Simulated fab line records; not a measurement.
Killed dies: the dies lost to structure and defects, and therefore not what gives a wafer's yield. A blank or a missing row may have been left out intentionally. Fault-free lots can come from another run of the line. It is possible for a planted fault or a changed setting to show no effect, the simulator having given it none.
Chamber matching ; flow n5Finfet ; N5_BEOL_M5_ETCH_67 on rieDiel-05 has 4 sister chambers
The step etches SiARC in CF4, target depth 15.6 nm, time 26 s. 16 wafers are shown with their chamber, then 8 later ones without.

== WAFERS PAIRED WITH THEIR CHAMBERS ==
wafer;chamber;showerheadPlenumPTorr (Torr);oesProductAu (a.u.);throttleValvePct (%)
L074.1;0;2.04;0.60;16.01
L074.3;1;2.06;0.63;15.76
L074.5;0;2.04;0.60;16.02
L078.1;2;2.21;0.60;15.73
L078.3;1;2.06;0.62;15.78
L078.5;0;2.04;0.60;16.06
L079.1;0;2.04;0.59;16.04
L079.2;3;2.26;0.77;15.55
L079.6;3;2.26;0.76;15.54
L082.2;3;2.26;0.77;15.52
L082.3;0;2.04;0.60;16.05
L082.4;2;2.21;0.59;15.75
L088.2;2;2.20;0.58;15.77
L088.3;0;2.03;0.59;16.11
L088.5;1;2.05;0.60;15.83
L085.2;3;2.25;0.74;15.60

SIGNATURES (averages over the wafers above)
reading;chamber 0;chamber 1;chamber 2;chamber 3;scatter within a chamber
showerheadPlenumPTorr;2.0383;2.0567;2.2067;2.2575;0.00493
oesProductAu;0.5967;0.6167;0.5900;0.7600;0.0108
throttleValvePct;16.0483;15.7900;15.7500;15.5525;0.0331
Rule: for each reading, subtract the chamber's mean from the wafer's reading, divide by that reading's scatter and square the result; add these up over the readings and take the root, which gives the wafer's distance from the chamber. The wafer belongs to the nearest chamber; if the next one is less than 2 further off, it can't be placed. The scatter is the square root of a quotient: the sum, over the shown wafers, of each reading's squared deviation from its chamber's mean, divided by wafers minus chambers.

== WAFERS WITH NO CHAMBER GIVEN ==
wafer;showerheadPlenumPTorr (Torr);oesProductAu (a.u.);throttleValvePct (%)
L085.4;2.03;0.58;16.10
L085.6;2.05;0.60;15.83
L092.2;2.05;0.61;15.85
L092.4;2.03;0.58;16.11
L092.6;2.05;0.61;15.84
L097.1;2.03;0.58;16.12
L097.3;2.20;0.57;15.79
L097.6;2.25;0.73;15.60

== WHICH CHAMBER EACH ONE RAN IN ==
wafer;from the rows above;in truth
L085.4;0;0
L085.6;1;1
L092.2;1;1
L092.4;0;0
L092.6;1;1
L097.1;0;0
L097.3;2;2
L097.6;3;3
Correct placement for 8 of the 8. From these rows, 0 cannot be placed. Number placed wrongly: 0.
